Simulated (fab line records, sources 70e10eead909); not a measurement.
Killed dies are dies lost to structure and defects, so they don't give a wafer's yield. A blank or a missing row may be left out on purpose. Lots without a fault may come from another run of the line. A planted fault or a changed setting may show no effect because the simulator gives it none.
Problem report in the 8D (eight disciplines) form, filled by code | flow nand_harc | the parts of the form that need people (team, actions taken, sign-off) are left out

1. THE PROBLEM
raw_defect_count at NHARC_A_CHANNEL_HOLE_D1_INSPECT_12 reads a mean of 447.0 on 6 wafers of 2 lots; wafers without a fault read 6.2 with a standard deviation of 2.9. That is +99 or more standard deviations from the usual mean.
First seen on wafer L558.1, day 13 09:13, on defect_inspect-02. The record holds 33 wafers of 11 lots with a number at this step. Rule for "out", or "out of limits": more than 4 standard deviations from the usual mean. The other wafers with a number count as sound.

2. WHAT IT IS AND WHAT IT IS NOT
question                    | is                     | is not
which readings at this step | raw_defect_count       | -
which lots                  | L557, L558             | L550, L553, L556, L559, L565, L566, L567, L568, L569
which wafers of those lots  | all that have a number | -
read on which gauges        | defect_inspect-02      | defect_inspect-01
when                        | from day 13 09:13      | up to then (9 sound wafers); but 18 sound wafers of L559, L565, L566, L567, L568, L569 came after

3. SUSPECTS, AND WHAT RULES EACH OUT
Counting: a tool at a process step up to the reading stays a suspect if it ran every lot that is out and no sound lot after the first of them.
- the gauge at NHARC_A_CHANNEL_HOLE_D1_INSPECT_12: kept. All the wafers that are out were read on defect_inspect-02, and no step on other tools shows them out.
- pecvd-01 at NHARC_A_CHANNEL_HOLE_D1_DEP_01 (deposits SiON, target thk 140 nm): ruled out as a lasting fault. Sound lots L565, L566, L569 ran on it after its first lot that is out, L558 (day 13 08:19).
Left after counting: defect_inspect-02 at NHARC_A_CHANNEL_HOLE_D1_INSPECT_12.

4. THE CAUSE (what the simulator had put in)
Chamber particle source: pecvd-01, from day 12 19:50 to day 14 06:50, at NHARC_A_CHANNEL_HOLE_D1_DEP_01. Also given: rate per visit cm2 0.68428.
Counting ruled it out, wrongly: the rule takes a fault to strike every lot that its tool runs from its start on, and this one did not.

5. THE CHAIN OF EFFECTS, in route order
Each row: a reading whose mean over the struck wafers that have a number lies more than 3 standard deviations from the usual. Only readings for which the record gives a usual standard deviation are gone through. hours: the time from each lot's start at the first step in this table that gives one to its start at this step, as a median over the lots. sigmas: the change in usual standard deviations.
hours | step                               | reading          | usual | on struck wafers | change | sigmas
0     | NHARC_A_CHANNEL_HOLE_D1_INSPECT_12 | raw_defect_count | 6.2   | 447.0            | +440.8 | +99 or more
12    | NHARC_A_CHANNEL_HOLE_D1_INSPECT_40 | raw_defect_count | 72    | 519              | +447   | +17
384   | NHARC_END_SORT_01                  | killed_at_array  | 59    | 134              | +75    | +3.8
384   | NHARC_END_SORT_01                  | killed_dies      | 63    | 138              | +74    | +3.5

6. WHAT WOULD HAVE CAUGHT IT SOONER
In this record the first reading out of limits at a measuring or inspecting step was taken at day 13 09:13, 13 hours after the fault began at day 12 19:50.
Of the tool readings at NHARC_A_CHANNEL_HOLE_D1_DEP_01 for which the record gives a usual standard deviation, none was out on any struck wafer, so an alarm limit of 4 standard deviations on them would not have fired.
